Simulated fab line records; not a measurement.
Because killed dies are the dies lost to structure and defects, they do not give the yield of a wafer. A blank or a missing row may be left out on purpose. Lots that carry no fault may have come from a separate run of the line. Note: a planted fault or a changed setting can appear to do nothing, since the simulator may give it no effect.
Chamber matching ; flow n5 finfet ; N5_FIN_SAQP_DESCUM_21 on rie diel-04: 4 sister chambers
The step chemistry O2, time 7.9 s. 4 wafers are shown with their chamber, then 12 later ones without.

== WAFERS PAIRED WITH THEIR CHAMBERS ==
wafer;chamber;showerhead plenum p Torr (Torr)
L084.4;2;2.07
L086.6;0;1.98
L087.2;1;2.05
L087.6;3;2.17

== WAFERS WITHOUT THEIR CHAMBER ==
wafer;showerhead plenum p Torr (Torr)
L088.2;2.07
L088.5;1.97
L088.6;2.17
L089.1;2.05
L089.2;1.97
L089.3;2.07
L090.3;2.07
L090.5;2.05
L090.6;2.07
L092.1;2.04
L092.2;2.07
L092.5;2.07

== THE CHAMBER EACH PASSED THROUGH ==
wafer;from the rows above;in truth
L088.2;2;2
L088.5;0;0
L088.6;3;3
L089.1;1;1
L089.2;0;0
L089.3;2;2
L090.3;2;2
L090.5;1;1
L090.6;2;2
L092.1;1;1
L092.2;2;2
L092.5;2;2
12 of 12 placed correctly. From these rows, 0 cannot be placed. Number placed wrongly: 0.
How it was worked out, from the rows above alone: a wafer's distance from a chamber is the root of the sum, over the readings, of the square of ((its reading less the chamber's mean) divided by the reading's scatter). The wafer belongs to the nearest chamber; if the next one is less than 2 further off, it can't be placed. For every chamber, the mean is computed from those of its wafers that are shown. The scatter: root of mean squared gap, hidden wafer to nearest shown wafer, with one shown wafer a chamber.
